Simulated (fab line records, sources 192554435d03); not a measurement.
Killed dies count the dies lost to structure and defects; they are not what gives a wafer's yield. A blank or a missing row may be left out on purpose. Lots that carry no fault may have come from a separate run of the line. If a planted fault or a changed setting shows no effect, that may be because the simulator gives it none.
fab line records	flow n5_finfet
record: lots: 9	wafers: 25	last_day: 19
route steps=1938 shown MOL_CONTACT_COAG@628 BEOL_M0_SAQP@658 BEOL_M4@1111 PASSIVATION@1936
lots that met no fault: taken from a fault-free run of the same line
start_h: hours from the record's opening day to when the first of the lot's shown wafers began	wait_h: hours from the lot's prior step to this one	" repeats the value in the row above	L1.1+2: a single row standing in for several wafers	- value missing, or start not given	* or withheld: withheld	< > ~ a bound
route shown NAME@n: NAME is a module with steps in the file, n the number in the route of the first one	usual: average and standard deviation across the fault-free wafers	same: alike in all rows	chamber/n: place in a boat	sites: each site's reading	_std_site: their standard deviation	_edge_site: inner sites' mean taken away from outer sites' mean	radius_mm: how far each site lies from the wafer's centre	mask NAME#n: copy n	behind: the last tool/chamber to shape the wafer	hold: the reason the lot was held/the length of the hold in hours/how it ended	device: names the non-switching transistor (n, p or np)	end of line: at the end of the route, the tests of the same wafers	a step given without rows: its recipe and nothing more	killed: count of dies lost to structure and defects at first sort (not the wafer's yield)	map: per-die view of a wafer (x killed, . not killed, _ where there is no die)
set.NAME: the setting the step ran with; set.NAME@STEP: the setting that earlier step ran with	model.NAME: the simulator's own value behind a step, which no gauge read
a sample of lots followed through the steps of the route, with each step as a table and each wafer as a row
services: from which hour (start_h, from the record's first day; less than 0 if before it) a tool's chamber was out of use, for how many hours, and why
== steps ==
step: N5_MOL_CONTACT_COAG_THK_MEAS_53
recipe: reads: SiO2_of_MOL_CONTACT_COAG_PECVD_31
usual: VIA_MOL_THK: 44.2/0.58
lot.wafer	tool	chamber	start_h	wait_h	VIA_MOL_THK[nm]
L548.3	film_metro-02	-	132.64	-	44.0
L548.4	"	-	"	"	44.7
L548.6	"	-	"	"	44.5
L549.3	film_metro-02	-	139.35	-	44.7
L549.4	"	-	"	"	44.6
L549.5	"	-	"	"	45.2
L550.2	film_metro-02	-	145.05	-	43.3
L550.4	"	-	"	"	44.7
L550.5	"	-	"	"	45.1
L551.1	film_metro-02	-	149.47	-	42.7
L551.2	"	-	"	"	43.0
L551.5	"	-	"	"	44.1
L562.1	film_metro-02	-	235.75	-	44.3
L562.5	"	-	"	"	45.1
L562.6	"	-	"	"	44.6
L560.2	film_metro-02	-	238.82	-	44.1
L560.4	"	-	"	"	44.9
L560.6	"	-	"	"	44.5
L564.2	film_metro-01	-	241.56	-	43.3
L564.3	"	-	"	"	43.9
L564.4	"	-	"	"	43.8
L565.1	film_metro-01	-	244.29	-	44.7
L565.3	"	-	"	"	45.4
L566.2	film_metro-02	-	253.55	-	43.7
L566.3	"	-	"	"	44.3
step: N5_MOL_CONTACT_COAG_INSPECT_97
recipe: inspect_instrument: darkfield	mode: post_anneal
usual: raw_defect_count: 44/20
lot.wafer	tool	chamber	start_h	wait_h	raw_defect_count
L548.3	defect_inspect-02	-	135.73	0.1	35
L548.4	"	-	"	"	32
L548.6	"	-	"	"	42
L549.3	defect_inspect-01	-	142.44	0.1	32
L549.4	"	-	"	"	48
L549.5	"	-	"	"	31
L550.2	defect_inspect-02	-	148.12	0.0	15
L550.4	"	-	"	"	26
L550.5	"	-	"	"	34
L551.1	defect_inspect-01	-	152.52	0.0	29
L551.2	"	-	"	"	54
L551.5	"	-	"	"	46
L562.1	defect_inspect-02	-	238.80	0.0	15
L562.5	"	-	"	"	27
L562.6	"	-	"	"	16
L560.2	defect_inspect-01	-	241.89	0.0	23
L560.4	"	-	"	"	34
L560.6	"	-	"	"	42
L564.2	defect_inspect-01	-	244.89	0.0	53
L564.3	"	-	"	"	38
L564.4	"	-	"	"	42
L565.1	defect_inspect-02	-	247.87	0.0	60
L565.3	"	-	"	"	26
L566.2	defect_inspect-02	-	256.62	0.0	21
L566.3	"	-	"	"	52
step: N5_BEOL_M0_SAQP_MANDREL_ETCH_20
recipe: target_depth_a: 600	chemistry: HBr/Cl2	target: a-Si	stop_on: SiNx	bt_time_s: 10	mask_material: SOC	over_etch_frac: 0.5	time_s: 30	pressure_mtorr: 10	icp_w: 800	bias_w: 75	HBr_flow_sccm: 150	Cl2_flow_sccm: 80	ends: end_point
usual: drypump_motor_current_A: 5.8/0.49	oes_product_au: 0.771/0.012	throttle_valve_pct: 35.48/0.28
lot.wafer	tool	chamber	start_h	wait_h	drypump_motor_current_A	oes_product_au	rf_hours_counter_h	throttle_valve_pct
L548.3	rie_si-06	2	137.80	0.0	5.5	0.801	55	35.06
L548.4	"	0	"	"	5.5	0.771	78	34.84
L548.6	"	2	"	"	5.5	0.799	-	35.05
L549.3	rie_si-03	2	144.98	0.0	6.1	0.759	13	35.35
L549.4	"	1	"	"	5.2	0.774	71	35.22
L549.5	"	0	"	"	6.4	0.795	-	35.59
L550.2	rie_si-03	0	152.49	0.0	6.4	0.784	190	35.60
L550.4	"	3	"	"	6.3	0.768	82	35.65
L550.5	"	3	"	"	6.3	0.770	-	35.65
L551.1	rie_si-06	1	154.54	0.0	5.4	0.785	72	35.67
L551.2	"	2	"	"	5.5	0.795	55	35.08
L551.5	"	3	"	"	5.2	0.774	-	35.33
L562.1	rie_si-03	1	241.20	0.0	5.2	0.782	72	35.24
L562.5	"	0	"	"	6.4	0.761	-	35.65
L562.6	"	3	"	"	6.3	0.669	-	35.86
L560.2	rie_si-03	3	244.53	0.0	6.3	0.675	83	35.86
L560.4	"	0	"	"	6.4	0.771	0	35.65
L560.6	"	3	"	"	6.3	0.673	-	35.87
L564.2	rie_si-02	0	248.19	0.0	5.7	0.763	76	35.52
L564.3	"	1	"	"	5.1	0.748	95	35.99
L564.4	"	3	"	"	5.8	0.768	151	35.47
L565.1	rie_si-02	2	249.82	0.0	6.5	0.748	25	35.60
L565.3	"	0	"	"	5.7	0.781	76	35.51
L566.2	rie_si-02	0	258.41	0.0	5.7	0.776	77	35.51
L566.3	"	2	"	"	6.5	0.744	25	35.61
step: N5_BEOL_M0_SAQP_SPACER1_ETCHBACK_99
recipe: chemistry: CHF3/O2	mode: anisotropic_etchback	target: SiO2	target_depth_a: 154	time_s: 7.7	pressure_mtorr: 30	source_w: 650	bias_w: 170	Ar_flow_sccm: 200	CHF3_flow_sccm: 50	O2_flow_sccm: 5	ion_energy_ev: 200
usual: drypump_motor_current_A: 5.9/0.49	oes_product_au: 0.82/0.085	rf_vpp_V: 519/7.8	showerhead_plenum_p_Torr: 2.43/0.067	throttle_valve_pct: 18.72/0.29
lot.wafer	tool	chamber	start_h	wait_h	drypump_motor_current_A	oes_product_au	rf_hours_counter_h	rf_vpp_V	showerhead_plenum_p_Torr	throttle_valve_pct
L548.3	rie_diel-01	3	138.89	0.3	5.4	0.69	243	535	2.38	18.89
L548.4	"	0	"	"	6.5	0.84	89	515	2.42	18.58
L548.6	"	1	"	"	5.8	0.93	-	510	2.55	18.28
L549.3	rie_diel-03	2	146.66	0.3	5.8	0.75	135	515	2.42	18.74
L549.4	"	3	"	"	6.6	0.95	-	516	2.47	18.65
L549.5	"	0	"	"	4.9	0.79	-	525	2.42	18.61
L550.2	rie_diel-03	1	153.64	0.3	6.0	0.73	161	512	2.50	19.33
L550.4	"	0	"	"	4.9	0.78	128	523	2.42	18.61
L550.5	"	3	"	"	6.7	0.94	-	516	2.47	18.65
L551.1	rie_diel-01	0	155.87	0.4	6.5	0.83	94	515	2.42	18.58
L551.2	"	3	"	"	5.4	0.69	247	535	2.38	18.89
L551.5	"	3	"	"	5.4	0.69	-	535	2.38	18.88
L562.1	rie_diel-01	3	242.42	0.4	5.4	0.92	16	535	2.37	18.47
L562.5	"	2	"	"	5.7	0.82	-	523	2.44	18.78
L562.6	"	1	"	"	5.8	0.32	-	509	2.53	18.22
L560.2	rie_diel-01	2	246.87	0.3	5.7	0.31	64	525	2.44	18.68
L560.4	"	3	"	"	5.4	0.92	17	536	2.37	18.47
L560.6	"	3	"	"	5.4	0.34	-	535	2.37	18.35
L564.2	rie_diel-01	1	249.42	0.3	5.7	0.85	58	512	2.53	18.33
L564.3	"	2	"	"	5.7	0.82	64	526	2.44	18.77
L564.4	"	3	"	"	5.4	0.91	18	537	2.37	18.46
L565.1	rie_diel-02	1	251.14	0.3	5.2	0.69	235	509	2.31	19.39
L565.3	"	3	"	"	6.2	0.68	235	530	2.30	19.11
L566.2	rie_diel-01	1	262.85	0.3	5.8	0.85	63	511	2.53	18.35
L566.3	"	0	"	"	6.4	0.79	131	514	2.41	18.65
step: N5_BEOL_M0_SAQP_ETCH_101
recipe: chemistry: CH3F/O2	target: SiNx	mask_material: SiO2	target_depth_a: 299	time_s: 42.7	pressure_mtorr: 30	source_w: 395	bias_w: 73	Ar_flow_sccm: 150	CH3F_flow_sccm: 30	O2_flow_sccm: 20	ion_energy_ev: 120
usual: drypump_motor_current_A: 5.8/0.5	oes_product_au: 0.81/0.1	rf_vpp_V: 295/4.8	showerhead_plenum_p_Torr: 1.99/0.061	throttle_valve_pct: 16.3/0.31
lot.wafer	tool	chamber	start_h	wait_h	drypump_motor_current_A	oes_product_au	rf_hours_counter_h	rf_vpp_V	showerhead_plenum_p_Torr	throttle_valve_pct
L548.3	rie_diel-01	2	139.12	0.0	5.7	0.88	26	300	2.04	16.2
L548.4	"	1	"	"	5.7	0.93	19	290	2.12	15.7
L548.6	"	1	"	"	5.7	0.94	-	290	2.12	15.7
L549.3	rie_diel-01	0	146.89	0.0	6.4	0.84	91	292	2.01	16.0
L549.4	"	3	"	"	5.4	0.69	245	304	1.97	16.4
L549.5	"	3	"	"	5.4	0.69	-	305	1.97	16.4
L550.2	rie_diel-02	3	153.87	0.0	6.2	0.69	212	300	1.91	16.5
L550.4	"	1	"	"	5.2	0.71	-	289	1.92	16.8
L550.5	"	3	"	"	6.2	0.70	-	301	1.91	16.5
L551.1	rie_diel-02	1	156.22	0.1	5.2	0.71	211	289	1.92	16.8
L551.2	"	0	"	"	5.6	0.96	9	292	1.97	16.1
L551.5	"	0	"	"	5.6	0.94	-	292	1.97	16.2
L562.1	rie_diel-03	0	242.66	0.0	4.9	0.77	159	296	2.00	16.2
L562.5	"	0	"	"	4.9	0.77	-	297	2.00	16.2
L562.6	"	3	"	"	6.6	0.87	-	294	2.05	16.1
L560.2	rie_diel-02	1	247.16	0.1	5.2	0.69	234	290	1.91	16.8
L560.4	"	3	"	"	6.2	0.68	234	302	1.90	16.6
L560.6	"	0	"	"	5.6	0.90	-	290	1.96	16.2
L564.2	rie_diel-01	0	249.79	0.2	6.5	0.79	127	292	2.00	16.1
L564.3	"	2	"	"	5.7	0.82	65	297	2.03	16.2
L564.4	"	1	"	"	5.8	0.87	58	291	2.11	15.8
L565.1	rie_diel-02	2	251.37	0.0	6.4	0.93	17	295	1.96	16.3
L565.3	"	0	"	"	5.6	0.90	32	291	1.96	16.2
L566.2	rie_diel-02	0	263.09	0.0	5.6	0.90	37	291	1.96	16.2
L566.3	"	2	"	"	6.4	0.94	21	295	1.95	16.3
step: N5_BEOL_M0_SAQP_INSPECT_42
recipe: mode: adi	inspect_instrument: brightfield
usual: raw_defect_count: 289/74
lot.wafer	tool	chamber	start_h	wait_h	raw_defect_count
L548.3	defect_inspect-01	-	141.52	0.0	344
L548.4	"	-	"	"	349
L548.6	"	-	"	"	432
L549.3	defect_inspect-01	-	149.09	0.0	241
L549.4	"	-	"	"	242
L549.5	"	-	"	"	257
L550.2	defect_inspect-01	-	155.99	0.0	524
L550.4	"	-	"	"	391
L550.5	"	-	"	"	339
L551.1	defect_inspect-02	-	158.66	0.1	203
L551.2	"	-	"	"	213
L551.5	"	-	"	"	301
L562.1	defect_inspect-02	-	245.27	0.1	298
L562.5	"	-	"	"	364
L562.6	"	-	"	"	2020
L560.2	defect_inspect-01	-	249.45	0.0	2004
L560.4	"	-	"	"	238
L560.6	"	-	"	"	1929
L564.2	defect_inspect-02	-	252.26	0.0	586
L564.3	"	-	"	"	351
L564.4	"	-	"	"	358
L565.1	defect_inspect-01	-	253.56	0.1	390
L565.3	"	-	"	"	263
L566.2	defect_inspect-01	-	265.59	0.0	250
L566.3	"	-	"	"	341
step: N5_BEOL_M4_RC_MEAS_101
usual: DIBL_N: 37.2/2.1	DIBL_P: 37.3/2.3	IOFF_N: 0.18/0.041	IOFF_P: 0.24/0.042	ION_N: 680/13	ION_P: 466/7.7	SS_N: 71.8/0.68	SS_P: 73.5/0.66	VT_N: 249/3.6	VT_P: -248/3.4
lot.wafer	tool	chamber	start_h	wait_h	DIBL_N[mV/V]	DIBL_P[mV/V]	IOFF_N[nA/um]	IOFF_P[nA/um]	ION_N[uA/um]	ION_P[uA/um]	SS_N[mV/dec]	SS_P[mV/dec]	VT_N[mV]	VT_P[mV]
L548.3	prober-02	0	205.13	0.3	39.4	39.2	0.25	0.30	694	472	72.9	73.9	243	-246
L548.4	"	0	"	"	35.0	33.6	0.14	0.21	656	460	71.2	72.8	252	-249
L548.6	"	0	"	"	35.1	34.5	0.15	0.23	679	471	70.9	73.0	248	-248
L549.3	prober-02	0	210.05	0.3	34.4	33.7	0.13	0.19	676	468	71.2	73.0	254	-252
L549.4	"	0	"	"	35.4	35.4	0.14	0.21	668	460	71.7	72.4	252	-248
L549.5	"	0	"	"	35.9	35.8	0.15	0.22	673	464	71.1	73.9	248	-246
L550.2	prober-01	0	210.66	0.2	35.8	37.3	0.16	0.21	681	466	70.9	72.9	252	-251
L550.4	"	0	"	"	37.4	38.3	0.17	0.22	670	460	71.6	73.8	250	-252
L550.5	"	0	"	"	35.7	36.9	0.15	0.19	680	468	71.0	73.2	251	-253
L551.1	prober-01	0	211.60	0.0	34.2	34.9	0.13	0.18	669	460	71.1	72.9	252	-253
L551.2	"	0	"	"	36.8	37.7	0.17	0.24	677	465	71.3	73.5	246	-247
L551.5	"	0	"	"	38.3	39.7	0.22	0.27	696	475	72.6	73.5	242	-247
L560.4	prober-01	0	305.74	0.5	39.5	40.7	0.21	0.31	675	470	72.4	74.2	250	-244
L562.1	prober-01	0	308.36	0.4	37.3	36.5	0.15	0.20	673	461	71.4	73.8	254	-255
L562.5	"	0	"	"	39.4	38.5	0.18	0.23	673	456	72.3	74.2	254	-252
L565.1	prober-01	0	332.36	0.0	33.0	34.6	0.12	0.19	675	472	70.5	72.3	250	-252
L565.3	"	0	"	"	34.9	36.7	0.14	0.23	666	466	71.6	72.7	252	-248
L564.2	prober-02	0	333.30	0.2	35.5	36.1	0.15	0.19	678	459	71.7	73.9	251	-252
L564.3	"	0	"	"	36.6	37.3	0.17	0.22	667	457	71.9	74.1	248	-249
L564.4	"	0	"	"	38.1	39.4	0.23	0.26	704	473	72.0	74.4	242	-248
L566.2	prober-02	0	336.04	0.2	37.5	36.9	0.18	0.25	675	466	72.0	73.6	251	-249
L566.3	"	0	"	"	38.1	37.8	0.20	0.27	677	463	72.2	74.2	248	-245
step: N5_PASSIVATION_PROBE_49
usual: defect_limited_yield: 91.0/1.6	killed_at_M0_to_M3: 35/11	killed_at_M4_up: 14/5.3	killed_at_contacts: 13/6.7	killed_at_front_end: 41/12	killed_at_other: 3.9/2.7	killed_dies: 106/19	killed_on_rim: 14/4	killed_open: 70/14	killed_short: 35/8.8	sort_bin_5_function: 5.3/1	sort_bin_6_memory: 3.3/0.81	sort_n_pass: 1073/19	sort_yield_pct: 91.0/1.6
same: gross_dies: 1180	killed_at_back_side: 0	sort_bin_4_leakage[%]: 0	sort_bin_8_speed[%]: 0
lot.wafer	tool	chamber	start_h	wait_h	defect_limited_yield[%]	killed_at_M0_to_M3	killed_at_M4_up	killed_at_contacts	killed_at_front_end	killed_at_other	killed_dies	killed_on_rim	killed_open	killed_short	sort_bin_5_function[%]	sort_bin_6_memory[%]	sort_n_pass	sort_yield_pct[%]
L550.2	prober-02	-	323.38	0.1	89.4	58	6	18	40	3	125	17	83	41	6.4	4.0	1055	89.4
L550.4	prober-02	-	323.48	0.2	90.0	47	10	16	44	1	118	23	74	41	6.8	2.9	1062	90.0
L550.5	prober-02	-	323.53	0.2	90.0	44	20	25	28	1	118	10	78	38	6.2	3.4	1062	90.0
L549.3	prober-01	-	324.08	0.1	91.7	37	16	7	37	1	98	15	72	26	5.0	3.1	1082	91.7
L549.4	prober-01	-	324.13	0.2	92.1	35	12	6	38	2	93	14	58	34	5.0	2.6	1087	92.1
L549.5	prober-01	-	324.18	0.2	89.7	34	22	6	55	4	121	18	86	34	6.4	3.6	1059	89.7
L560.2	prober-02	-	409.00	0.1	0	1093	10	15	62	0	1180	152	96	49	94.3	5.3	0	0
L560.4	prober-02	-	409.10	0.2	89.2	37	11	8	70	2	128	16	75	52	5.8	3.7	1052	89.2
L560.6	prober-02	-	409.20	0.3	0	1099	10	16	48	7	1180	152	79	41	95.8	3.7	0	0
L562.1	prober-01	-	422.78	0.0	91.0	53	4	3	43	3	106	14	77	28	5.2	3.1	1074	91.0
L562.5	prober-01	-	422.98	0.2	90.7	40	11	5	52	2	110	17	77	33	5.3	3.6	1070	90.7
L562.6	prober-01	-	423.03	0.3	0	1133	11	4	27	5	1180	152	73	29	96.7	3.0	0	0
killed by level:class
L550.2 BEOL_M0_SAQP:geometric_particle:short=25 BEOL_M0_SAQP:geometric_particle:open=19 MOL_CONTACT_COAG:geometric_particle:open=16 FIN_SAQP:geometric_particle:open=9 STI_FIN_REVEAL:geometric_particle:open=8 BEOL_M1:geometric_particle:open=6 DUMMY_GATE:geometric_particle:open=4 ILD0:geometric_particle:open=4
L550.4 BEOL_M0_SAQP:geometric_particle:open=19 BEOL_M0_SAQP:geometric_particle:short=16 MOL_CONTACT_COAG:geometric_particle:open=11 DUMMY_GATE:geometric_particle:open=10 FIN_SAQP:geometric_particle:open=9 MOL_CONTACT_COAG:geometric_particle:short=5 BEOL_M4:geometric_particle:open=5 STARTING-WAFER:geometric_particle:short=5
L550.5 MOL_CONTACT_COAG:geometric_particle:open=19 BEOL_M0_SAQP:geometric_particle:short=15 BEOL_M0_SAQP:geometric_particle:open=10 BEOL_M4:geometric_particle:open=10 STI_FIN_REVEAL:geometric_particle:open=6 MOL_CONTACT_COAG:geometric_particle:short=6 BEOL_M1:geometric_particle:open=6 BEOL_M3:geometric_particle:open=5
L549.3 STI_FIN_REVEAL:geometric_particle:open=17 BEOL_M0_SAQP:geometric_particle:open=13 BEOL_M2:geometric_particle:open=11 BEOL_M5:geometric_particle:open=10 BEOL_M0_SAQP:geometric_particle:short=6 STI_FIN_REVEAL:geometric_particle:short=4 MOL_CONTACT_COAG:geometric_particle:open=4 FIN_SAQP:geometric_particle:short=3
L549.4 BEOL_M3:geometric_particle:open=14 STI_FIN_REVEAL:geometric_particle:open=10 FIN_SAQP:geometric_particle:open=8 BEOL_M0_SAQP:geometric_particle:short=8 FIN_SAQP:geometric_particle:short=7 MOL_CONTACT_COAG:geometric_particle:open=6 BEOL_M3:geometric_particle:short=4 BEOL_M5:geometric_particle:open=4
L549.5 STI_FIN_REVEAL:geometric_particle:open=21 BEOL_M5:geometric_particle:open=12 BEOL_M2:geometric_particle:open=10 BEOL_M0_SAQP:geometric_particle:short=9 BEOL_M1:geometric_particle:open=7 BEOL_M0_SAQP:geometric_particle:open=6 STI_FIN_REVEAL:geometric_particle:short=5 MOL_CONTACT_COAG:geometric_particle:open=5
L560.2 BEOL_M0_SAQP:area_etch=1034 STI_FIN_REVEAL:geometric_particle:open=22 BEOL_M0_SAQP:geometric_particle:short=16 BEOL_M0_SAQP:geometric_particle:open=13 FIN_SAQP:geometric_particle:open=11 BEOL_M1:geometric_particle:open=10 FIN_SAQP:geometric_particle:short=9 MOL_CONTACT_COAG:geometric_particle:open=9
L560.4 FIN_SAQP:geometric_particle:short=22 STI_FIN_REVEAL:geometric_particle:open=19 FIN_SAQP:geometric_particle:open=9 BEOL_M0_SAQP:geometric_particle:open=9 BEOL_M0_SAQP:geometric_particle:short=9 BEOL_M2:geometric_particle:open=6 MOL_CONTACT_COAG:geometric_particle:open=5 BEOL_M3:geometric_particle:open=5
L560.6 BEOL_M0_SAQP:area_etch=1060 FIN_SAQP:geometric_particle:open=14 MOL_CONTACT_COAG:geometric_particle:open=14 BEOL_M0_SAQP:geometric_particle:short=11 BEOL_M0_SAQP:geometric_particle:open=10 FIN_SAQP:geometric_particle:short=8 BEOL_M1:geometric_particle:open=7 STI_FIN_REVEAL:geometric_particle:open=6
L562.1 STI_FIN_REVEAL:geometric_particle:open=16 BEOL_M3:geometric_particle:open=12 BEOL_M0_SAQP:geometric_particle:open=11 BEOL_M1:geometric_particle:open=8 BEOL_M2:geometric_particle:open=8 FIN_SAQP:geometric_particle:open=6 BEOL_M0_SAQP:geometric_particle:short=6 GATE_CUT:geometric_particle:short=5
L562.5 STI_FIN_REVEAL:geometric_particle:open=16 BEOL_M0_SAQP:geometric_particle:open=11 BEOL_M0_SAQP:geometric_particle:short=10 BEOL_M2:geometric_particle:open=9 GATE_CUT:geometric_particle:short=7 DUMMY_GATE:geometric_particle:short=5 DUMMY_GATE:geometric_particle:open=5 BEOL_M3:geometric_particle:open=5
L562.6 BEOL_M0_SAQP:area_etch=1078 BEOL_M2:geometric_particle:open=18 STI_FIN_REVEAL:geometric_particle:open=10 BEOL_M1:geometric_particle:open=8 BEOL_M0_SAQP:geometric_particle:short=6 BEOL_M0_SAQP:geometric_particle:open=5 BEOL_M1:geometric_particle:short=5 DUMMY_GATE:geometric_particle:open=4
== services ==
tool	chamber	start_h	hours	kind
rie_si-06	3	148.72	5.3	repair
rie_diel-02	2	152.47	-	clean
rie_diel-02	2	152.47	-	consumable_replace:focus_ring
rie_diel-03	2	170.50	10.6	repair
rie_diel-01	3	172.28	-	clean
rie_diel-01	3	172.28	-	consumable_replace:focus_ring
rie_diel-01	3	172.28	17.3	scheduled_down
rie_diel-01	3	172.28	17.3	vent_cycle
rie_si-03	0	179.04	-	clean
rie_si-03	0	179.04	17.6	scheduled_down
rie_si-03	0	179.04	17.6	vent_cycle
rie_diel-02	-	186.52	0.8	repair
rie_si-03	0	211.39	15.0	repair
rie_diel-01	3	216.72	5.4	repair
rie_diel-02	-	226.79	14.6	pm
== key ==
first_sign: step: N5_BEOL_M0_SAQP_MANDREL_ETCH_20	reading: oes_product_au	direction: down	sigmas: 7.9	usual: 0.771	struck: 0.672
effect: step: N5_BEOL_M0_SAQP_SPACER1_ETCHBACK_99	reading: oes_product_au	direction: down	sigmas: 6	usual: 0.82	struck: 0.32
effect: step: N5_BEOL_M0_SAQP_INSPECT_42	reading: raw_defect_count	direction: up	sigmas: 23	usual: 289	struck: 1984
effect: step: N5_PASSIVATION_PROBE_49	reading: killed_at_M0_to_M3	direction: up	sigmas: 94	usual: 35	struck: 1108
more_kills_born_at: N5_BEOL_M0_SAQP_MANDREL_ETCH_20@rie_si-03: 3172
met_at N5_BEOL_M0_SAQP_MANDREL_ETCH_20
struck_lots L560,L562
struck_wafers L560.2,L560.6,L562.6
later_rows_left_out L560.2,L560.6,L562.6
not_acting_at N5_MOL_CONTACT_COAG_THK_MEAS_53,N5_MOL_CONTACT_COAG_INSPECT_97,N5_BEOL_M0_SAQP_ETCH_101
onset_between 152.49 241.20
fault: kind: process_parameter_drift	tool: rie_si-03	chamber: -	onset_h: 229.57	steps: N5_BEOL_M0_SAQP_MANDREL_ETCH_20	channel: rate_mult	offset: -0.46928	shape: step	end_h: 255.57	scope: struck_wafers_only
later_rows_left_out: the simulator's readings of these wafers behind a module that went badly wrong aren't trusted and aren't shown, but for the sort
